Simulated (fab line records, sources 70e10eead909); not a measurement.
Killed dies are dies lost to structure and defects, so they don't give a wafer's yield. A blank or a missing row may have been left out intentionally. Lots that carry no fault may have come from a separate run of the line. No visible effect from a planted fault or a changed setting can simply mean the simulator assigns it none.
Matching of chambers ; flow nandHarc ; cmp-03 running NHARC_A_CHANNEL_FILL_D1_CMP_10: 4 sister chambers
The step polishes, target thk 150 nm. 4 wafers are shown with their chamber, then 12 later ones without.

EACH WAFER AND ITS CHAMBER
wafer;chamber;motorCurrentA (A)
L084.6;3;11.0
L086.1;0;15.2
L086.3;1;11.2
L086.4;2;11.4

WAFERS MISSING THEIR CHAMBER
wafer;motorCurrentA (A)
L087.4;11.0
L087.5;11.1
L087.6;16.6
L088.2;11.0
L088.4;15.7
L088.5;11.5
L089.2;15.8
L089.4;11.6
L089.6;11.4
L093.3;11.5
L093.4;10.8
L093.5;16.0

CHAMBER TAKEN BY EACH
wafer;from the rows above;in truth
L087.4;can't be placed: 3 or 1 or 2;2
L087.5;can't be placed: 1 or 3 or 2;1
L087.6;0;0
L088.2;can't be placed: 3 or 1 or 2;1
L088.4;0;0
L088.5;can't be placed: 2 or 1 or 3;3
L089.2;0;0
L089.4;can't be placed: 2 or 1 or 3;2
L089.6;can't be placed: 2 or 1 or 3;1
L093.3;can't be placed: 2 or 1 or 3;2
L093.4;can't be placed: 3 or 1 or 2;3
L093.5;0;0
4 of 12 placed correctly. These rows do not allow placing 8 (true chamber among the candidates in 8). 0 placed wrongly.
How it was worked out, from the rows above alone: a wafer's distance from a chamber is the root of the sum, over the readings, of the square of ((its reading less the chamber's mean) divided by the reading's scatter). The wafer belongs to the nearest chamber; if the next one is less than 2 further off, it can't be placed. For every chamber, the mean is computed from those of its wafers that are shown. The scatter (one wafer shown for each chamber): square how far every hidden wafer sits from the nearest shown wafer, average those squares and take the square root.
